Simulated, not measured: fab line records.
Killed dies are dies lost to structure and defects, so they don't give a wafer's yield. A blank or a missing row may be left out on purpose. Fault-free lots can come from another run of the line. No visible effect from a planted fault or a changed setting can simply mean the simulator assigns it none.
Chamber matching | flow n5-finfet | N5_BEOL_M8_CURE_75 on uv-cure-01 has 3 sister chambers
The step cures SiCOH lowk, time 120 s. 24 wafers are shown with their chamber, then 12 later ones without.

== WAFERS WITH THEIR CHAMBER ==
wafer  | chamber | wafer_temp_C_max | lamp-power-pct (%)
L077.2 | 1       | 372.2            | 52.30
L077.3 | 1       | 372.3            | 52.32
L077.4 | 1       | 372.6            | 52.32
L081.2 | 1       | 372.0            | 52.45
L081.3 | 1       | 372.5            | 52.40
L081.5 | 1       | 372.2            | 52.40
L080.1 | 0       | 372.6            | 52.34
L080.2 | 0       | 373.0            | 52.33
L080.6 | 0       | 373.0            | 52.27
L079.3 | 0       | 372.8            | 52.42
L079.4 | 0       | 373.0            | 52.35
L079.6 | 0       | 373.6            | 52.37
L083.1 | 2       | 371.7            | 52.26
L083.2 | 2       | 371.7            | 52.31
L083.3 | 2       | 371.2            | 52.36
L082.2 | 2       | 371.4            | 52.35
L082.5 | 2       | 370.9            | 52.24
L082.6 | 2       | 371.3            | 52.37
L084.1 | 1       | 372.0            | 52.34
L084.3 | 1       | 372.3            | 52.29
L084.6 | 1       | 372.1            | 52.27
L092.1 | 1       | 373.2            | 52.38
L092.4 | 1       | 373.1            | 52.39
L092.5 | 1       | 372.5            | 52.32

SIGNATURES, as means of the wafers listed above
reading          | chamber 0 | chamber 1 | chamber 2 | scatter within a chamber
wafer_temp_C_max | 373.000   | 372.417   | 371.367   | 0.361
lamp-power-pct   | 52.3467   | 52.3483   | 52.3150   | 0.0534
Rule: a wafer lies at a distance from a chamber equal to the root of the sum of squares, over the readings, of (its reading less the chamber's mean, divided by the reading's scatter). If the next closest chamber is less than 2 further off than the closest, the wafer can't be placed; otherwise it belongs to the closest. The scatter: take each reading less its chamber's mean, square it, sum over the shown wafers, divide by the number of wafers less the number of chambers, and take the root.

== WAFERS WITH NO CHAMBER GIVEN ==
wafer  | wafer_temp_C_max | lamp-power-pct (%)
L091.1 | 371.6            | 52.33
L091.3 | 371.7            | 52.38
L091.4 | 371.8            | 52.26
L094.2 | 371.3            | 52.33
L094.5 | 371.0            | 52.27
L094.6 | 371.6            | 52.16
L093.1 | 372.6            | 52.37
L093.4 | 372.6            | 52.37
L093.5 | 372.0            | 52.33
L097.1 | 372.0            | 52.31
L097.2 | 373.0            | 52.24
L097.5 | 372.7            | 52.23

== CHAMBER TAKEN BY EACH ==
wafer  | from the rows above          | in truth
L091.1 | can't be placed: 2 or 1      | 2
L091.3 | can't be placed: 2 or 1      | 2
L091.4 | can't be placed: 2 or 1      | 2
L094.2 | 2                            | 2
L094.5 | 2                            | 2
L094.6 | can't be placed: 2 or 1      | 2
L093.1 | can't be placed: 1 or 0      | 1
L093.4 | can't be placed: 1 or 0      | 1
L093.5 | can't be placed: 1 or 2 or 0 | 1
L097.1 | can't be placed: 1 or 2 or 0 | 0
L097.2 | can't be placed: 0 or 1      | 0
L097.5 | can't be placed: 0 or 1 or 2 | 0
2 of 12 placed correctly. Can't be placed from these rows: 10 (the true chamber is among the candidates in 10). Number placed wrongly: 0.
